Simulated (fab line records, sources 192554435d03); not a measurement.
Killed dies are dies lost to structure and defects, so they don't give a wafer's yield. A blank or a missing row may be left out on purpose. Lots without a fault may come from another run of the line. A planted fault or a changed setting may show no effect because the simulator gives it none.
Split-lot experiment | flow n5_finfet | 7 lots, 39 wafers read, on a route of 1938 steps

THE SPLIT
At N5_BEOL_M9_ETCH_66 (etches SOC in N2/H2, target depth 80 nm, overetch 16 nm, time 120 s), the setting time_s was moved away from the recipe's 120 s on 12 of the 39 wafers read, by -43.7% to +43.2%. The other wafers ran this setting at the recipe's value.

The reading is taken at the split's own step.

THE READING
SiARC_of_BEOL_M9_COAT_64.thk_nm (the simulator's own value, which no gauge read), in nm, at N5_BEOL_M9_ETCH_66 (etches SOC in N2/H2, target depth 80 nm, overetch 16 nm, time 120 s). The file gives no usual value for it. The 27 wafers here that ran the recipe average 6.3 nm, standard deviation 0.2 nm.

wafer  | tool, chamber at the split | time_s as run, s | against the recipe | SiARC_of_BEOL_M9_COAT_64.thk_nm, nm | against lot-mates on the recipe
L078.1 | rie_diel-05, 3,2           | 82.82            | -31.0%             | 8                                   | +1.7
L078.4 | rie_diel-05, 3,2           | 82.82            | -31.0%             | 8                                   | +1.7
L078.2 | rie_diel-05, 0,3           | 120              | recipe             | 6.4                                 | -
L078.5 | rie_diel-05, 0,3           | 120              | recipe             | 6.4                                 | -
L078.3 | rie_diel-05, 2             | 120              | recipe             | 6.2                                 | -
L078.6 | rie_diel-05, 0             | 82.82            | -31.0%             | 8.2                                 | +1.9
L084.1 | rie_diel-06, 0,3           | 120              | recipe             | 6.6                                 | -
L084.3 | rie_diel-06, 0,3           | 120              | recipe             | 6.6                                 | -
L084.2 | rie_diel-06, 2             | 120              | recipe             | 6.2                                 | -
L092.1 | rie_diel-05, 1,0,0,1       | 120              | recipe             | 6.4                                 | -
L092.3 | rie_diel-05, 1,0,0,1       | 120              | recipe             | 6.4                                 | -
L092.4 | rie_diel-05, 1,0,0,1       | 120              | recipe             | 6.4                                 | -
L092.5 | rie_diel-05, 1,0,0,1       | 120              | recipe             | 6.4                                 | -
L092.2 | rie_diel-05, 2             | 120              | recipe             | 6                                   | -
L092.6 | rie_diel-05, 2             | 120              | recipe             | 6                                   | -
L089.1 | rie_diel-01, 2             | 120              | recipe             | 6.2                                 | -
L089.2 | rie_diel-01, 0             | 120              | recipe             | 6.6                                 | -
L089.3 | rie_diel-01, 3             | 120              | recipe             | 6.4                                 | -
L089.4 | rie_diel-01, 0             | 171.8            | +43.2%             | 4.2                                 | -2.2
L089.5 | rie_diel-01, 2             | 171.8            | +43.2%             | 3.6                                 | -2.8
L089.6 | rie_diel-01, 3             | 171.8            | +43.2%             | 3.8                                 | -2.6
L093.1 | rie_diel-06, 1             | 120              | recipe             | 6.4                                 | -
L093.6 | rie_diel-06, 1             | 120              | recipe             | 6.4                                 | -
L093.2 | rie_diel-06, 0,3,0         | 120              | recipe             | 6.6                                 | -
L093.4 | rie_diel-06, 0,3,0         | 120              | recipe             | 6.6                                 | -
L093.5 | rie_diel-06, 0,3,0         | 120              | recipe             | 6.6                                 | -
L093.3 | rie_diel-06, 2             | 120              | recipe             | 6.2                                 | -
L094.1 | rie_diel-05, 1,0           | 120              | recipe             | 6.4                                 | -
L094.4 | rie_diel-05, 1,0           | 120              | recipe             | 6.4                                 | -
L094.2 | rie_diel-05, 3             | 85.75            | -28.5%             | 7.8                                 | +1.5
L094.6 | rie_diel-05, 3             | 85.75            | -28.5%             | 7.8                                 | +1.5
L094.3 | rie_diel-05, 2             | 120              | recipe             | 6                                   | -
L094.5 | rie_diel-05, 0             | 85.75            | -28.5%             | 8                                   | +1.7
L095.1 | rie_diel-05, 1             | 120              | recipe             | 6.2                                 | -
L095.2 | rie_diel-05, 2             | 67.6             | -43.7%             | 8.6                                 | +2.5
L095.3 | rie_diel-05, 3,2           | 120              | recipe             | 6                                   | -
L095.6 | rie_diel-05, 3,2           | 120              | recipe             | 6                                   | -
L095.4 | rie_diel-05, 0,1           | 67.6             | -43.7%             | 8.8                                 | +2.7
L095.5 | rie_diel-05, 0,1           | 67.6             | -43.7%             | 8.8                                 | +2.7
Where a row lists several chambers, the file gives one row for several wafers and doesn't say which wafer went through which chamber.

THE FIT
A straight line over all 39 wafers: SiARC_of_BEOL_M9_COAT_64.thk_nm changes by -0.0558 nm for each +1% of time_s; r = -0.99; the points scatter about the line by 0.19 nm.
The same after taking each lot's own level away (the mean of its wafers on the recipe; 39 wafers): -0.0587 nm for each +1%; r = -0.99; scatter 0.17 nm.
On that fit, the largest move of time_s shifts the reading by 2.6 nm.
The lots' own levels span 6.07 to 6.47 nm, that is 2.0 times the standard deviation above.
So the lot-to-lot level changes the slope little: the two slopes agree.
Check: with one of the wafers moved furthest among these (-43.7%) left out of the fit, the line predicts +2.56 nm for it against its lot-mates. It came out at +2.53 nm against them.

OTHER SPLITS ON THESE WAFERS
These wafers also went through other splits before the reading. Each is held against what the fit with the lots' levels taken away leaves over:
other split on the same wafers        | wafers away from the commonest value | r with SiARC_of_BEOL_M9_COAT_64.thk_nm (lot level and that fit taken away)
N5_FIN_SAQP_SPACER1_ALD_24 ald_cycles | 15                                   | -0.06
N5_DUMMY_GATE_ALD_02 target_thk_a     | 15                                   | +0.02
N5_SDB_ALD_29 ald_cycles              | 15                                   | +0.14
N5_BEOL_M0_SAQP_CUT_ETCH_46 time_s    | 9                                    | +0.07
N5_BEOL_M2_DESCUM_33 time_s           | 9                                    | +0.17
N5_BEOL_M7_CVD_78 target_thk_a        | 15                                   | +0.03

THE FILE'S OWN FIT
SiARC_of_BEOL_M9_COAT_64.thk_nm changes by -0.0586 nm for each +1% of time_s, r = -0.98.
